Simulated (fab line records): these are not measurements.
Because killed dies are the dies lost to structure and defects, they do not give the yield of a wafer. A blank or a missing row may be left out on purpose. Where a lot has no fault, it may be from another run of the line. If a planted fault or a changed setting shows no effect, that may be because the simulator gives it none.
fab line records	flow n5_finfet
record lots=9	wafers=27	last_day=18
route steps=1938 shown BEOL_M0_SAQP@656 BEOL_M4@1111 PASSIVATION@1936
lots that met no fault: from a run of the same line without faults
start_h: the number of hours between the record's first day and the start of the first shown wafer of the lot	wait_h: hours elapsed since this lot's preceding step	" unchanged from the row above	L1.1+2: one row covering several wafers at once	- no value present, or no start provided	* or withheld: withheld	< > ~ a bound
route shown NAME@n: a module of which the file shows steps, and the number in the route of the first	usual: mean and standard deviation over wafers with no fault	same: alike in all rows	chamber/n: place in a boat	sites: readings site by site	_std_site: the standard deviation of these	_edge_site: outer sites' mean less inner sites'	radius_mm: how far each site lies from the wafer's centre	mask NAME#n: copy n	behind: tool/chamber where the wafer was last shaped	hold: reason for holding the lot/hours on hold/outcome of the hold	device: whichever transistor did not switch (one of n, p or np)	end of line: the same wafers' tests at the end of the route	where a step has no rows: the recipe by itself	killed: not the wafer's yield, but the dies lost to structure and defects at the first sort	map: dies across one wafer; x = killed, . = not, _ = none there
set.NAME: the setting that was run; set.NAME@STEP: the one run at that earlier step	model.NAME: the simulator's own value behind a step, which no gauge read
one table for each step of the route and one row for each wafer, over a sample of lots
services: when a tool's chamber went out of use (start_h, in hours from the record's first day, below 0 if earlier), for how many hours, and the reason
## steps
# step N5_BEOL_M0_SAQP_HM_OPEN_112
# recipe chemistry=CHF3/O2	target=SiO2	stop_on=a-Si	target_depth_a=120	over_etch_frac=1.25	mask_material=SOC	time_s=13.5	pressure_mtorr=30	source_w=650	bias_w=170	Ar_flow_sccm=200	CHF3_flow_sccm=50	O2_flow_sccm=5	ion_energy_ev=200	ends=end_point
# usual drypump_motor_current_A=5.7/0.46	oes_f_703_au=0.83/0.077	oes_product_au=0.55/0.048	rf_fwd_power_W=644.9/2.6	rf_vpp_V=527/18	showerhead_plenum_p_Torr=2.41/0.067	throttle_valve_pct=18.71/0.17
lot.wafer	tool	chamber	start_h	wait_h	drypump_motor_current_A	oes_f_703_au	oes_product_au	rf_fwd_power_W	rf_hours_counter_h	rf_vpp_V	showerhead_plenum_p_Torr	throttle_valve_pct
L389.1	rie_diel-01	1	110.01	0.0	5.4	0.87	0.59	640.5	8	536	2.39	18.47
L389.4	"	1	"	"	5.4	0.86	0.60	645.3	-	536	2.39	18.46
L389.6	"	3	"	"	6.0	0.92	0.60	643.9	-	496	2.49	18.85
L398.1	rie_diel-01	3	163.70	0.0	6.1	0.88	0.56	644.7	43	496	2.48	18.84
L398.5	"	0	"	"	5.5	0.91	0.60	644.6	-	532	2.38	18.66
L398.6	"	1	"	"	5.4	0.82	0.56	646.6	-	536	2.38	18.51
L403.1	rie_diel-03	2	196.60	0.0	5.8	0.79	0.50	642.5	115	513	2.43	18.73
L403.4	"	0	"	"	6.1	0.82	0.54	647.7	66	545	2.42	18.77
L403.5	"	1	"	"	6.6	0.74	0.49	637.1	-	537	2.38	18.80
L404.1	rie_diel-01	2	197.38	0.0	5.3	0.89	0.59	646.9	25	535	2.36	18.54
L404.4	"	3	"	"	6.0	0.87	0.55	641.5	55	497	2.47	18.88
L404.6	"	2	"	"	5.3	0.89	0.60	649.4	-	539	2.36	18.53
L405.3	rie_diel-03	1	204.72	0.0	6.6	0.74	0.50	642.0	165	537	2.38	18.81
L405.4	"	0	"	"	6.1	0.82	0.53	646.2	69	544	2.42	18.76
L405.6	"	3	"	"	6.5	0.87	0.57	643.2	-	515	2.58	18.76
L409.2	rie_diel-05	2	235.32	0.0	5.0	0.80	0.54	641.9	82	533	2.31	18.72
L409.3	"	0	"	"	5.1	0.74	0.45	644.3	198	486	2.29	18.74
L409.6	"	2	"	"	5.1	0.80	0.55	643.6	-	533	2.31	18.69
L410.2	rie_diel-01	2	236.03	0.0	5.2	0.87	0.57	649.5	37	536	2.35	18.56
L410.5	"	0	"	"	5.5	0.87	0.56	643.4	-	532	2.37	18.70
L410.6	"	3	"	"	6.0	0.85	0.54	643.2	-	495	2.47	18.91
L411.4	rie_diel-05	0	244.80	0.0	5.1	0.74	0.48	645.6	201	487	2.29	18.74
L411.5	"	1	"	"	5.9	0.98	0.67	644.1	-	525	2.46	18.33
L411.6	"	2	"	"	5.0	0.79	0.55	641.2	-	534	2.31	18.72
L412.2	rie_diel-03	2	246.68	0.0	5.8	0.77	0.50	644.7	130	513	2.42	18.75
L412.3	"	0	"	"	6.0	0.81	0.52	645.4	81	547	2.41	18.78
L412.6	"	2	"	"	5.8	0.77	0.49	649.4	-	512	2.42	18.77
# step N5_BEOL_M0_SAQP_SPACER1_ALD_98
# recipe material=SiO2	target_thk_a=128	temp_c=300	ald_precursor_family=BDEAS	ald_co_reactant=O2-plasma	pulse_time_s=1	purge_time_s=2	co_reactant_purge_time_s=2	ald_cycles=138	pressure_torr=2
# usual heater_power_w=470/47	precursor_pulse_height_rel=0.995/0.019
lot.wafer	tool	chamber	start_h	wait_h	heater_power_w	precursor_pulse_height_rel
L389.1	ald_sin-04	3	113.03	2.6	568	0.986
L389.4	"	2	"	"	479	1.001
L389.6	"	1	"	"	418	1.000
L398.1	ald_sin-03	3	164.40	0.3	416	0.999
L398.5	"	0	"	"	565	1.023
L398.6	"	3	"	"	400	0.979
L403.1	ald_sin-01	2	197.41	0.3	435	1.011
L403.4	"	3	"	"	458	0.973
L403.5	"	0	"	"	509	1.022
L404.1	ald_sin-04	1	198.45	0.3	414	0.989
L404.4	"	2	"	"	490	1.019
L404.6	"	3	"	"	573	0.987
L405.3	ald_sin-01	0	206.04	0.7	531	1.006
L405.4	"	1	"	"	450	1.003
L405.6	"	2	"	"	434	1.012
L409.2	ald_sin-03	1	236.03	0.3	496	1.003
L409.3	"	2	"	"	462	0.961
L409.6	"	2	"	"	457	1.009
L410.2	ald_sin-04	3	236.94	0.5	569	0.963
L410.5	"	0	"	"	445	0.988
L410.6	"	3	"	"	570	1.021
L411.4	ald_sin-01	1	246.47	0.8	435	1.003
L411.5	"	2	"	"	440	0.996
L411.6	"	1	"	"	450	0.958
L412.2	ald_sin-01	2	247.65	0.5	448	0.961
L412.3	"	0	"	"	534	1.005
L412.6	"	2	"	"	438	0.964
# step N5_BEOL_M0_SAQP_ETCH_101
# recipe chemistry=CH3F/O2	target=SiNx	mask_material=SiO2	target_depth_a=299	time_s=42.7	pressure_mtorr=30	source_w=395	bias_w=73	Ar_flow_sccm=150	CH3F_flow_sccm=30	O2_flow_sccm=20	ion_energy_ev=120
# usual CH3F_flow_sccm=30.00/0.087	O2_flow_sccm=19.99/0.065	drypump_motor_current_A=5.7/0.5	oes_f_703_au=0.81/0.09	oes_product_au=0.82/0.091	rf_fwd_power_W=393.2/1.2	rf_vpp_V=299/11	showerhead_plenum_p_Torr=2.00/0.069	throttle_valve_pct=16.28/0.21	time_s=42.7/0
lot.wafer	tool	chamber	start_h	wait_h	CH3F_flow_sccm	O2_flow_sccm	drypump_motor_current_A	oes_f_703_au	oes_product_au	rf_fwd_power_W	rf_hours_counter_h	rf_vpp_V	showerhead_plenum_p_Torr	throttle_valve_pct	time_s
L389.1	rie_diel-01	1	113.74	0.0	29.94	19.96	5.4	0.84	0.92	391.9	9	304	1.98	15.97	42.7
L389.4	"	1	"	"	29.92	19.89	5.4	0.85	0.92	393.6	-	305	1.98	15.96	42.7
L389.6	"	3	"	"	29.99	20.04	6.0	0.92	0.89	393.7	-	281	2.07	16.35	42.7
L398.1	rie_diel-01	0	165.22	0.1	29.89	20.05	5.5	0.93	0.92	392.3	19	301	1.97	16.15	42.7
L398.5	"	3	"	"	29.85	20.04	6.1	0.90	0.87	393.9	-	284	2.06	16.37	42.7
L398.6	"	0	"	"	30.03	19.96	5.5	0.93	0.94	393.8	-	303	1.97	16.13	42.7
L403.1	rie_diel-01	1	198.26	0.1	-	-	-	-	-	-	-	-	-	-	-
L403.4	"	0	"	"	-	-	-	-	-	-	-	-	-	-	-
L403.5	"	1	"	"	-	-	-	-	-	-	-	-	-	-	-
L404.1	rie_diel-05	0	199.36	0.2	-	-	-	-	-	-	-	-	-	-	-
L404.4	"	1	"	"	-	-	-	-	-	-	-	-	-	-	-
L404.6	"	0	"	"	-	-	-	-	-	-	-	-	-	-	-
L405.3	rie_diel-03	0	207.01	0.3	-	-	-	-	-	-	-	-	-	-	-
L405.4	"	2	"	"	-	-	-	-	-	-	-	-	-	-	-
L405.6	"	3	"	"	-	-	-	-	-	-	-	-	-	-	-
L409.2	rie_diel-05	0	236.74	0.0	29.87	19.97	5.1	0.74	0.70	391.7	198	277	1.90	16.32	42.7
L409.3	"	3	"	"	29.98	19.90	5.8	0.66	0.70	392.7	213	313	2.08	16.79	42.7
L409.6	"	0	"	"	29.91	19.96	5.1	0.74	0.69	394.9	-	277	1.90	16.29	42.7
L410.2	rie_diel-05	2	238.05	0.3	29.95	19.96	5.0	0.79	0.83	392.9	83	300	1.92	16.24	42.7
L410.5	"	0	"	"	29.87	19.88	5.1	0.74	0.70	393.9	-	278	1.90	16.30	42.7
L410.6	"	2	"	"	29.99	20.01	5.0	0.80	0.83	392.9	-	303	1.92	16.24	42.7
L411.4	rie_diel-05	2	247.18	0.0	29.99	20.01	5.0	0.78	0.84	394.9	86	302	1.92	16.27	42.7
L411.5	"	0	"	"	29.93	20.01	5.1	0.74	0.69	392.6	-	275	1.90	16.31	42.7
L411.6	"	3	"	"	29.99	20.02	5.8	0.66	0.70	394.5	-	314	2.08	16.81	42.7
L412.2	rie_diel-05	0	248.36	0.0	29.86	19.88	5.1	0.74	0.69	394.1	202	278	1.90	16.32	42.7
L412.3	"	3	"	"	29.95	20.08	5.8	0.65	0.71	391.7	217	313	2.08	16.79	42.7
L412.6	"	2	"	"	30.00	19.98	5.0	0.79	0.83	392.1	-	302	1.92	16.26	42.7
# step N5_BEOL_M0_SAQP_RECESS_109
# recipe chemistry=HF/NH3	target=SiO2	target_depth_a=30	afs_cycles=1	temp_c=30	sublimation_temp_c=180	sublimation_time_s=60
# usual drypump_motor_current_A=6.16/0.18	temp_c=29.98/0.11
lot.wafer	tool	chamber	start_h	wait_h	drypump_motor_current_A	temp_c
L389.1	vapor_etch-02	1	114.57	0.0	6.42	30.03
L389.4	"	0	"	"	6.12	30.02
L389.6	"	0	"	"	6.10	29.78
L398.1	vapor_etch-02	0	166.41	0.0	6.13	29.72
L398.5	"	0	"	"	6.15	29.90
L398.6	"	0	"	"	6.15	29.86
L403.1	vapor_etch-01	0	199.13	0.0	5.90	29.76
L403.4	"	0	"	"	5.95	29.92
L403.5	"	0	"	"	5.94	30.00
L404.1	vapor_etch-01	0	200.23	0.0	5.92	29.94
L404.4	"	0	"	"	5.90	29.99
L404.6	"	1	"	"	6.16	29.90
L405.3	vapor_etch-01	0	208.00	0.1	5.89	30.03
L405.4	"	1	"	"	6.13	30.09
L405.6	"	0	"	"	5.91	29.84
L409.2	vapor_etch-01	1	237.57	0.0	6.16	29.83
L409.3	"	1	"	"	6.17	29.84
L409.6	"	1	"	"	6.15	29.97
L410.2	vapor_etch-02	1	238.88	0.0	6.42	30.07
L410.5	"	0	"	"	6.15	30.02
L410.6	"	1	"	"	6.46	29.91
L411.4	vapor_etch-02	1	248.05	0.1	6.45	29.95
L411.5	"	1	"	"	6.41	29.89
L411.6	"	0	"	"	6.12	29.83
L412.2	vapor_etch-02	0	249.22	0.0	6.12	30.12
L412.3	"	0	"	"	6.11	30.07
L412.6	"	1	"	"	6.42	29.96
# step N5_BEOL_M4_RC_MEAS_101
# usual DIBL_N=37.2/2.5	DIBL_P=38/3	IOFF_N=0.17/0.044	IOFF_P=0.24/0.059	ION_N=667/13	ION_P=461/7.9	SS_N=71.8/0.86	SS_P=73.6/0.92	VT_N=250/4.1	VT_P=-249/3.9
lot.wafer	tool	chamber	start_h	wait_h	DIBL_N[mV/V]	DIBL_P[mV/V]	IOFF_N[nA/um]	IOFF_P[nA/um]	ION_N[uA/um]	ION_P[uA/um]	SS_N[mV/dec]	SS_P[mV/dec]	VT_N[mV]	VT_P[mV]
L389.1	prober-01	0	175.16	0.0	39.1	38	0.18	0.21	668	455	71.8	73.7	252	-252
L389.4	"	0	"	"	36.4	37	0.15	0.22	665	457	71.4	73.9	250	-252
L389.6	"	0	"	"	34.9	35	0.12	0.18	660	452	71.3	73.1	252	-254
L398.1	prober-02	0	222.51	0.0	38.5	41	0.19	0.27	672	464	72.4	74.5	252	-248
L398.5	"	0	"	"	37.0	38	0.17	0.23	666	463	71.6	73.1	249	-248
L398.6	"	0	"	"	39.3	41	0.20	0.28	677	466	72.4	74.2	250	-246
L409.2	prober-01	0	290.89	0.2	37.1	36	0.14	0.22	651	452	71.5	73.0	254	-248
L409.3	"	0	"	"	35.6	36	0.14	0.22	666	464	71.0	73.4	250	-249
L409.6	"	0	"	"	39.0	39	0.18	0.28	665	464	72.2	74.2	249	-247
L410.2	prober-02	0	308.40	0.2	33.1	34	0.11	0.16	650	452	71.2	73.1	255	-253
L410.5	"	0	"	"	39.4	41	0.19	0.26	654	452	72.3	74.4	251	-251
L410.6	"	0	"	"	39.1	41	0.20	0.26	675	460	73.1	73.7	248	-250
L412.2	prober-02	0	314.24	0.2	32.1	33	0.11	0.15	655	449	70.3	71.7	254	-254
L412.3	"	0	"	"	32.5	32	0.11	0.15	664	453	70.4	72.1	255	-256
L412.6	"	0	"	"	34.2	36	0.14	0.19	672	465	70.5	72.6	252	-251
L411.4	prober-01	0	315.86	0.5	39.9	38	0.18	0.24	658	458	72.5	72.9	251	-249
L411.5	"	0	"	"	39.3	38	0.16	0.25	663	462	72.0	73.2	253	-246
L411.6	"	0	"	"	35.9	33	0.12	0.19	657	451	71.3	71.8	257	-251
# step N5_PASSIVATION_PROBE_49
# usual defect_limited_yield=91.5/1.4	killed_at_M0_to_M3=32/11	killed_at_M4_up=12/4.4	killed_at_contacts=13/6.1	killed_at_front_end=39/12	killed_at_other=3.9/3	killed_dies=100/17	killed_on_rim=13/3.9	killed_open=66/12	killed_short=33/7.4	sort_bin_5_function=5.0/0.95	sort_bin_6_memory=3.2/0.66	sort_bin_8_speed=0.0/0.33	sort_n_pass=1079/17	sort_yield_pct=91.4/1.5
# same gross_dies=1180	killed_at_back_side=0	sort_bin_4_leakage[%]=0
lot.wafer	tool	chamber	start_h	wait_h	defect_limited_yield[%]	killed_at_M0_to_M3	killed_at_M4_up	killed_at_contacts	killed_at_front_end	killed_at_other	killed_dies	killed_on_rim	killed_open	killed_short	sort_bin_5_function[%]	sort_bin_6_memory[%]	sort_bin_8_speed[%]	sort_n_pass	sort_yield_pct[%]
L403.1	prober-02	-	369.75	0.0	0	1117	11	14	37	1	1180	152	55	34	97.1	2.4	0	0	0
L403.4	prober-02	-	369.90	0.2	0	1101	14	22	42	1	1180	152	88	39	95.3	4.4	0	0	0
L403.5	prober-02	-	369.95	0.2	0	1123	13	18	24	2	1180	152	69	31	96.3	3.4	0	0	0
L404.1	prober-01	-	374.27	0.0	0	1111	14	3	51	1	1180	152	75	26	98.0	1.9	0	0	0
L404.4	prober-01	-	374.42	0.2	0	1118	13	16	32	1	1180	152	64	25	97.1	2.5	0	0	0
L404.6	prober-01	-	374.52	0.3	0	1110	14	12	41	3	1180	152	68	28	96.9	2.9	0	0	0
L405.3	prober-01	-	392.21	0.1	0	1116	16	22	25	1	1180	152	61	20	97.2	2.7	0	0	0
L405.4	prober-01	-	392.26	0.2	0	1126	13	12	27	2	1180	152	49	20	97.2	2.5	0	0	0
L405.6	prober-01	-	392.36	0.3	0	1120	20	12	25	3	1180	152	57	26	97.1	2.8	0	0	0
# killed by level:class
L403.1 BEOL_M0_SAQP:area_etch=1089 STI_FIN_REVEAL:geometric_particle:open=14 MOL_CONTACT_COAG:geometric_particle:open=11 BEOL_M0_SAQP:geometric_particle:short=8 FIN_SAQP:geometric_particle:short=6 STARTING-WAFER:geometric_particle:open=6 BEOL_M2:geometric_particle:open=5 BEOL_M4:geometric_particle:open=5
L403.4 BEOL_M0_SAQP:area_etch=1053 MOL_CONTACT_COAG:geometric_particle:open=17 BEOL_M2:geometric_particle:open=17 FIN_SAQP:geometric_particle:short=11 FIN_SAQP:geometric_particle:open=10 BEOL_M0_SAQP:geometric_particle:short=9 BEOL_M4:geometric_particle:open=9 STI_FIN_REVEAL:geometric_particle:open=8
L403.5 BEOL_M0_SAQP:area_etch=1080 MOL_CONTACT_COAG:geometric_particle:open=15 BEOL_M3:geometric_particle:open=12 STI_FIN_REVEAL:geometric_particle:open=11 BEOL_M0_SAQP:geometric_particle:short=7 BEOL_M4:geometric_particle:open=5 BEOL_M3:geometric_particle:short=4 BEOL_M0_SAQP:geometric_particle:open=4
L404.1 BEOL_M0_SAQP:area_etch=1079 STI_FIN_REVEAL:geometric_particle:open=15 FIN_SAQP:geometric_particle:open=10 BEOL_M1:geometric_particle:open=8 FIN_SAQP:geometric_particle:short=7 BEOL_M0_SAQP:geometric_particle:open=6 BEOL_M4:geometric_particle:open=6 BEOL_M2:geometric_particle:open=5
L404.4 BEOL_M0_SAQP:area_etch=1091 MOL_CONTACT_COAG:geometric_particle:open=13 BEOL_M1:geometric_particle:open=11 FIN_SAQP:geometric_particle:open=9 FIN_SAQP:geometric_particle:short=7 BEOL_M4:geometric_particle:open=6 BEOL_M2:geometric_particle:open=5 DUMMY_GATE:geometric_particle:open=5
L404.6 BEOL_M0_SAQP:area_etch=1084 MOL_CONTACT_COAG:geometric_particle:open=12 FIN_SAQP:geometric_particle:open=9 STI_FIN_REVEAL:geometric_particle:open=9 DUMMY_GATE:geometric_particle:open=8 BEOL_M0_SAQP:geometric_particle:open=8 BEOL_M4:geometric_particle:open=7 BEOL_M0_SAQP:geometric_particle:short=6
L405.3 BEOL_M0_SAQP:area_etch=1099 MOL_CONTACT_COAG:geometric_particle:open=19 BEOL_M4:geometric_particle:open=13 GATE_CUT:geometric_particle:short=7 BEOL_M2:geometric_particle:open=7 STI_FIN_REVEAL:geometric_particle:open=4 MOL_CONTACT_COAG:geometric_particle:short=3 BEOL_M1:geometric_particle:open=3
L405.4 BEOL_M0_SAQP:area_etch=1110 MOL_CONTACT_COAG:geometric_particle:open=10 FIN_SAQP:geometric_particle:open=6 BEOL_M2:geometric_particle:open=6 BEOL_M4:geometric_particle:open=5 STARTING-WAFER:geometric_particle:short=5 FIN_SAQP:geometric_particle:short=4 BEOL_M0_SAQP:geometric_particle:open=4
L405.6 BEOL_M0_SAQP:area_etch=1096 BEOL_M4:geometric_particle:open=13 MOL_CONTACT_COAG:geometric_particle:open=9 BEOL_M1:geometric_particle:open=8 DUMMY_GATE:geometric_particle:open=4 GATE_CUT:geometric_particle:open=4 GATE_CUT:geometric_particle:short=4 BEOL_M0_SAQP:geometric_particle:open=4
## services
tool	chamber	start_h	hours	kind
rie_diel-01	3	87.47	5.0	repair
vapor_etch-01	-	89.86	2.1	repair
rie_diel-01	0	94.99	-	clean
rie_diel-01	0	94.99	-	consumable_replace:focus_ring
rie_diel-01	0	94.99	15.5	scheduled_down
rie_diel-01	0	94.99	15.5	vent_cycle
ald_sin-03	-	107.42	14.6	pm
rie_diel-01	2	110.73	-	clean
rie_diel-01	2	110.73	-	consumable_replace:focus_ring
rie_diel-01	-	116.47	2.8	pm
rie_diel-05	0	118.41	3.1	repair
ald_sin-03	-	123.64	3.7	repair
ald_sin-03	-	129.82	1.7	repair
rie_diel-03	-	134.45	2.8	pm
rie_diel-05	-	139.00	2.8	pm
ald_sin-04	3	148.02	13.1	repair
rie_diel-05	3	158.44	5.2	repair
vapor_etch-02	1	165.05	5.2	repair
ald_sin-03	-	176.92	14.0	pm
rie_diel-05	-	183.76	15.6	pm
rie_diel-05	0	200.72	8.9	repair
ald_sin-03	2	202.10	28.3	repair
rie_diel-05	1	203.12	7.6	repair
rie_diel-05	3	215.05	2.0	repair
## key
first_sign step=N5_BEOL_M0_SAQP_ETCH_101	reading=tool_record	direction=missing
effect step=N5_PASSIVATION_PROBE_49	reading=killed_at_M0_to_M3	direction=up	sigmas=99+	usual=32	struck=1116
more_kills_born_at N5_BEOL_M0_SAQP_ETCH_101@rie_diel-03=3299	N5_BEOL_M0_SAQP_ETCH_101@rie_diel-05=3254	N5_BEOL_M0_SAQP_ETCH_101@rie_diel-01=3222
met_at N5_BEOL_M0_SAQP_ETCH_101
struck_lots L403,L404,L405
later_rows_left_out L403.1,L403.4,L403.5,L404.1,L404.4,L404.6,L405.3,L405.4,L405.6
not_acting_at N5_BEOL_M0_SAQP_HM_OPEN_112,N5_BEOL_M0_SAQP_SPACER1_ALD_98,N5_BEOL_M0_SAQP_RECESS_109
onset_between 165.22 198.26
fault kind=skipped_step_whole	tool=rie_diel-01,rie_diel-03,rie_diel-05	chamber=-	onset_h=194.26	steps=N5_BEOL_M0_SAQP_ETCH_101	scope=struck_lots_only
# later_rows_left_out: the simulator's readings of these wafers behind a module that went badly wrong aren't trusted and aren't shown, but for the sort
